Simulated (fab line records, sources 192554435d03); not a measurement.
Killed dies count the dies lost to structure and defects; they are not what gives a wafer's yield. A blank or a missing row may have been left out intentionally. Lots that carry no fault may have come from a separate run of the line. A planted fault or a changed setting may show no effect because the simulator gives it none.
Matching of chambers + flow n5Finfet + rieDiel-03 running N5_BEOL_M3_ETCH_69: 4 sister chambers
The step etches SiARC in CF4, target depth 15.6 nm, time 26 s. 8 wafers are shown with their chamber, then 8 later ones without.

== WAFERS, EACH WITH ITS CHAMBER ==
| wafer  | chamber | drypumpMotorCurrentA (A) | showerheadPlenumPTorr (Torr) |
|--------|---------|--------------------------|------------------------------|
| L075.4 | 2       | 5.7                      | 2.22                         |
| L092.2 | 1       | 5.1                      | 2.16                         |
| L092.5 | 1       | 5.1                      | 2.16                         |
| L092.6 | 0       | 6.2                      | 2.10                         |
| L093.1 | 2       | 5.8                      | 2.21                         |
| L093.3 | 3       | 5.4                      | 2.13                         |
| L093.6 | 3       | 5.4                      | 2.13                         |
| L094.1 | 0       | 6.3                      | 2.10                         |

== WAFERS WHOSE CHAMBER IS MISSING ==
| wafer  | drypumpMotorCurrentA (A) | showerheadPlenumPTorr (Torr) |
|--------|--------------------------|------------------------------|
| L094.2 | 5.4                      | 2.13                         |
| L094.3 | 5.8                      | 2.21                         |
| L095.2 | 6.2                      | 2.10                         |
| L095.3 | 5.7                      | 2.21                         |
| L095.6 | 5.1                      | 2.15                         |
| L097.1 | 5.8                      | 2.21                         |
| L097.3 | 6.3                      | 2.10                         |
| L097.6 | 5.1                      | 2.15                         |

== EACH ONE'S CHAMBER ==
| wafer  | from the rows above | in truth |
|--------|---------------------|----------|
| L094.2 | 3                   | 3        |
| L094.3 | 2                   | 2        |
| L095.2 | 0                   | 0        |
| L095.3 | 2                   | 2        |
| L095.6 | 1                   | 1        |
| L097.1 | 2                   | 2        |
| L097.3 | 0                   | 0        |
| L097.6 | 1                   | 1        |
Correct placement for 8 of the 8. Number that these rows cannot place: 0. Wrongly placed: 0.
How it was worked out, from the rows above alone: a wafer's distance from a chamber is the root of the sum, over the readings, of the square of ((its reading less the chamber's mean) divided by the reading's scatter). If the next closest chamber is less than 2 further off than the closest, the wafer can't be placed; otherwise it belongs to the closest. Each chamber's mean is taken over the wafers shown for it. How the scatter is found: for the shown wafers, subtract from each reading the mean of its chamber, square and add these, divide the total by (wafers less chambers), then take the root.
